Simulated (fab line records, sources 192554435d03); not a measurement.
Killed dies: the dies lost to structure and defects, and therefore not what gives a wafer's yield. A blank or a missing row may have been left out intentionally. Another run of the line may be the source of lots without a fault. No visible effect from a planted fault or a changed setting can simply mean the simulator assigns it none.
Matching of chambers	flow n5_finfet	N5_HKMG_FIN_DESCUM_53 on rie_diel-02 has 4 sister chambers
The step chemistry O2, time 7.9 s. 4 wafers are shown with their chamber, then 10 later ones without.

## WAFERS PAIRED WITH THEIR CHAMBERS
wafer	chamber	drypump_motor_current_A (A)
L084.3	3	5.1
L085.1	2	5.5
L086.4	1	4.7
L086.5	0	5.7

## WAFERS MISSING THEIR CHAMBER
wafer	drypump_motor_current_A (A)
L086.6	4.6
L087.2	5.5
L087.4	4.7
L087.5	5.5
L091.1	5.7
L091.3	4.7
L091.6	5.5
L092.2	5.1
L092.5	5.5
L092.6	5.1

## THE CHAMBER EACH PASSED THROUGH
wafer	from the rows above	in truth
L086.6	1	1
L087.2	2	2
L087.4	1	1
L087.5	2	2
L091.1	0	0
L091.3	1	1
L091.6	2	2
L092.2	3	3
L092.5	2	2
L092.6	3	3
10 of 10 placed correctly. From these rows, 0 cannot be placed. Wrongly placed: 0.
How it was worked out, from the rows above alone: a wafer's distance from a chamber is the root of the sum, over the readings, of the square of ((its reading less the chamber's mean) divided by the reading's scatter). The wafer belongs to the nearest chamber; if the next one is less than 2 further off, it can't be placed. The mean given for a chamber averages the wafers shown for that chamber. The scatter (one wafer shown for each chamber): square how far every hidden wafer sits from the nearest shown wafer, average those squares and take the square root.
